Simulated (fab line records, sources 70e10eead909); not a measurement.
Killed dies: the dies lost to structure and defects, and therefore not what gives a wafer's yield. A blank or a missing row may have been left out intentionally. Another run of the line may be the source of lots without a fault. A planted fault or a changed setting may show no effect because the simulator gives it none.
Matching of chambers | flow nand harc | 4 sister chambers for NHARC_A_STAIRCASE_STRIP_476 on rie diel-04
The step strips in O2, time 20 s. 4 wafers are shown with their chamber, then 7 later ones without.

WAFERS PAIRED WITH THEIR CHAMBERS
wafer  | chamber | showerhead plenum p Torr (Torr)
L077.4 | 0       | 3.76
L078.6 | 2       | 3.45
L079.1 | 3       | 3.60
L079.2 | 1       | 3.31

WAFERS WITHOUT THEIR CHAMBER
wafer  | showerhead plenum p Torr (Torr)
L079.4 | 3.76
L083.2 | 3.43
L083.3 | 3.75
L083.4 | 3.59
L096.1 | 3.56
L096.2 | 3.28
L096.3 | 3.41

CHAMBER TAKEN BY EACH
wafer  | from the rows above | in truth
L079.4 | 0                   | 0
L083.2 | 2                   | 2
L083.3 | 0                   | 0
L083.4 | 3                   | 3
L096.1 | 3                   | 3
L096.2 | 1                   | 1
L096.3 | 2                   | 2
7 of 7 placed correctly. From these rows, 0 cannot be placed. Placed wrongly: 0.
How it was worked out, from the rows above alone: a wafer's distance from a chamber is the root of the sum, over the readings, of the square of ((its reading less the chamber's mean) divided by the reading's scatter). The wafer belongs to the nearest chamber; if the next one is less than 2 further off, it can't be placed. A chamber's mean is the mean of its shown wafers. The scatter (one wafer shown for each chamber): square how far every hidden wafer sits from the nearest shown wafer, average those squares and take the square root.
